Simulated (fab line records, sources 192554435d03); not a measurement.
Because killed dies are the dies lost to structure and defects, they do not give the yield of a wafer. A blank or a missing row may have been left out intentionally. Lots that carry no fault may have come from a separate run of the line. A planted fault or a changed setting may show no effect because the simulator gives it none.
Which tool is to blame?	flow n5_finfet	30 wafers from 10 lots sampled at 5 of the route's 1938 steps

== WHAT THE GAUGES SHOWED, per wafer ==
N5_BEOL_M4_RC_MEAS_101.
lot	measured	on	DIBL_N (mV/V)	DIBL_P (mV/V)	IOFF_N (nA/um)	IOFF_P (nA/um)	ION_N (uA/um)	ION_P (uA/um)	SS_N (mV/dec)	SS_P (mV/dec)	VT_N (mV)	VT_P (mV)
L179	day 8 01:25	prober-02	37.3 33.5 37.9	39.2 33.7 38.8	0.188 0.117 0.207	0.26 0.17 0.27	684 662 700	476 463 476	70.9 71.1 71.1	74.0 72.5 74.2	245 256 243	-248 -251 -245
L180	day 8 09:25	prober-02	35.3 37.4 35.5	36.1 37.9 35.7	0.139 0.165 0.137	0.18 0.20 0.18	670 675 673	453 460 456	71.1 71.7 71.6	73.2 73.4 72.4	252 250 253	-255 -250 -252
L183	day 9 06:08	prober-01	37.5 37.4 36.8	36.1 36.3 35.5	0.193 0.183 0.180	0.24 0.25 0.24	691 685 697	468 471 476	71.4 70.9 70.6	73.7 73.9 72.9	245 246 245	-246 -243 -243
L184	day 9 06:33	prober-02	34.5 33.6 33.7	35.5 34.5 34.1	0.142 0.126 0.124	0.20 0.17 0.17	675 665 670	468 452 447	71.3 71.1 71.2	72.8 72.9 72.5	251 250 252	-250 -254 -252
L185	day 9 15:37	prober-02	37.0 35.2 35.6	38.7 35.6 36.5	0.192 0.153 0.159	0.25 0.20 0.21	690 680 670	467 464 463	71.4 71.2 71.8	73.6 73.2 72.8	248 250 252	-247 -253 -250
L187	day 9 19:12	prober-02	33.3 36.3 35.0	32.7 35.2 33.4	0.107 0.143 0.119	0.16 0.18 0.17	663 666 652	457 453 448	71.0 71.6 71.0	72.5 73.1 73.6	257 254 255	-256 -251 -253
L188	day 10 08:57	prober-01	35.2 35.3 36.4	35.2 35.7 37.6	0.136 0.153 0.168	0.18 0.20 0.22	671 688 688	462 468 469	71.4 70.8 71.9	73.4 72.8 72.6	250 249 246	-252 -249 -248
L193	day 11 09:40	prober-02	38.2 36.9 35.5	38.4 36.4 36.7	0.195 0.161 0.151	0.25 0.22 0.23	687 676 679	470 463 468	71.4 71.7 71.4	74.1 73.1 73.3	247 248 249	-247 -247 -247
L194	day 12 04:37	prober-01	35.8 36.1 36.9	36.5 37.6 37.6	0.149 0.159 0.176	0.22 0.25 0.23	669 666 691	465 470 473	71.6 71.6 72.4	73.4 73.5 73.8	252 251 251	-251 -246 -249
L195	day 12 05:17	prober-02	35.6 37.7 36.3	34.1 36.3 34.5	0.139 0.164 0.134	0.19 0.22 0.19	669 667 669	461 461 459	71.6 71.1 71.4	73.0 73.8 73.2	252 252 251	-252 -251 -249

== WHICH TOOL RAN EACH LOT (tool, then ch and the chambers of the sampled wafers, then the start) ==
lot	N5_BEOL_M1_SPUTTER_94	N5_BEOL_M1_ANNEAL_95	N5_BEOL_M1_SPUTTER_96	N5_BEOL_M1_CMP_52
L179	pvd_sputter-01, day 6 10:37	pvd_sputter-01, day 6 10:41	pvd_sputter-01, day 6 10:50	cmp-02 ch 0,1,3, day 6 11:19
L180	pvd_sputter-01, day 6 20:53	pvd_sputter-01, day 6 20:58	pvd_sputter-01, day 6 21:07	cmp-04 ch 0,3, day 6 21:36
L183	pvd_sputter-02, day 7 14:32	pvd_sputter-02, day 7 14:37	pvd_sputter-02, day 7 14:45	cmp-04 ch 0,1,2, day 7 15:19
L184	pvd_sputter-01, day 7 19:21	pvd_sputter-01, day 7 19:26	pvd_sputter-01, day 7 19:34	cmp-04 ch 0,3, day 7 20:07
L185	pvd_sputter-01, day 8 03:24	pvd_sputter-01, day 8 03:29	pvd_sputter-01, day 8 03:37	cmp-04 ch 0,1,2, day 8 04:23
L187	pvd_sputter-02, day 8 13:12	pvd_sputter-02, day 8 13:17	pvd_sputter-02, day 8 13:25	cmp-02 ch 1,2, day 8 13:55
L188	pvd_sputter-01, day 8 17:13	pvd_sputter-01, day 8 17:17	pvd_sputter-01, day 8 17:26	cmp-02 ch 0,2, day 8 17:58
L193	pvd_sputter-01, day 9 21:55	pvd_sputter-01, day 9 22:00	pvd_sputter-01, day 9 22:08	cmp-04 ch 1,2,3, day 9 22:49
L194	pvd_sputter-01, day 10 12:37	pvd_sputter-01, day 10 12:42	pvd_sputter-01, day 10 12:50	cmp-01 ch 0,2,3, day 10 13:20
L195	pvd_sputter-03, day 10 12:50	pvd_sputter-03, day 10 12:55	pvd_sputter-03, day 10 13:03	cmp-02 ch 0,1,2, day 10 13:46
- N5_BEOL_M1_SPUTTER_94: material Cu, target thk 4.5 nm, time 8.29 s.
- N5_BEOL_M1_ANNEAL_95: time 240 s.
- N5_BEOL_M1_SPUTTER_96: material Cu, target thk 4.5 nm, time 8.29 s.
- N5_BEOL_M1_CMP_52: polishes, stops on SiOC, t overpolish 6.8 s, target thk 40 nm.

== AS READ BY THE TOOLS THEMSELVES (means over the sampled wafers that have a number; for cases with no such wafer, the mark the record gives instead) ==
N5_BEOL_M1_SPUTTER_94.
lot	tool	chamber_pressure_pa (Pa)	chuck_gas_flow_sccm (sccm)	substrate_temp_c (C)	throttle_valve_pct (%)
L179	pvd_sputter-01	0.07	1.26	-20.03	29.1
L180	pvd_sputter-01	0.07	1.24	-19.94	29.6
L183	pvd_sputter-02	0.07	1.21	-20.11	31.0
L184	pvd_sputter-01	0.07	1.24	-19.90	30.4
L185	pvd_sputter-01	0.07	1.26	-20.02	29.6
L187	pvd_sputter-02	0.07	1.29	-19.98	30.7
L188	pvd_sputter-01	0.07	1.25	-19.96	30.3
L193	pvd_sputter-01	0.07	1.25	-19.98	29.1
L194	pvd_sputter-01	0.07	1.23	-19.99	30.1
L195	pvd_sputter-03	0.07	1.26	-20.07	29.2

N5_BEOL_M1_ANNEAL_95.
lot	tool	heater_power_w (W)
L179	pvd_sputter-01	869
L180	pvd_sputter-01	881
L183	pvd_sputter-02	888
L184	pvd_sputter-01	828
L185	pvd_sputter-01	894
L187	pvd_sputter-02	852
L188	pvd_sputter-01	833
L193	pvd_sputter-01	870
L194	pvd_sputter-01	824
L195	pvd_sputter-03	818

N5_BEOL_M1_SPUTTER_96.
lot	tool	chamber_pressure_pa (Pa)	chuck_gas_flow_sccm (sccm)	substrate_temp_c (C)	throttle_valve_pct (%)
L179	pvd_sputter-01	0.07006	1.27	-19.99	29.2
L180	pvd_sputter-01	0.06980	1.25	-19.97	29.6
L183	pvd_sputter-02	0.07011	1.25	-20.02	31.0
L184	pvd_sputter-01	0.06997	1.25	-19.99	30.3
L185	pvd_sputter-01	0.07003	1.20	-20.07	29.5
L187	pvd_sputter-02	0.06983	1.23	-20.05	30.9
L188	pvd_sputter-01	0.06995	1.24	-20.09	30.3
L193	pvd_sputter-01	0.06999	1.23	-20.01	29.2
L194	pvd_sputter-01	-	-	-	-
L195	pvd_sputter-03	-	-	-	-

N5_BEOL_M1_CMP_52.
lot	tool	motor_current_A (A)
L179	cmp-02	5.9
L180	cmp-04	5.8
L183	cmp-04	5.4
L184	cmp-04	5.7
L185	cmp-04	5.4
L187	cmp-02	5.9
L188	cmp-02	6.1
L193	cmp-04	5.5
L194	cmp-01	6.5
L195	cmp-02	5.9

== THE ANSWER, worked out from the rows above alone ==
Rule: usual is defined by the lots themselves. The widest of any qualifying gaps counts: lots, ordered by their means at a reading, are off when they make up no more than a third of the lots, leave a main group of 4 or more, and stand apart from it by 3 or more times the standard deviation of that group's means. Not used: any main group whose means are identical at the precision the tables above print for the reading. A lot without any number at a reading at which 4 lots or more have one is off too. Any other lot the step has rows for is counted as sound. Order of review: gauges by route order, followed by the tools' own readings, for which a lot's mean as printed above is used. The first step at which some lot is off is used, and at that step the reading that is off furthest; a lot without a number counts as furthest.
Off, at N5_BEOL_M1_SPUTTER_96 on chamber_pressure_pa: L194, L195. Without a number there: L194, L195. Main group: mean 0.06997 Pa, sd 0.0001.
A tool fits if, at that step or a process step before it, it ran every lot that is off, and no sound lot after the first of them. Not one of the candidates tried fits.

== WHAT WAS PUT IN BY THE SIMULATOR ==
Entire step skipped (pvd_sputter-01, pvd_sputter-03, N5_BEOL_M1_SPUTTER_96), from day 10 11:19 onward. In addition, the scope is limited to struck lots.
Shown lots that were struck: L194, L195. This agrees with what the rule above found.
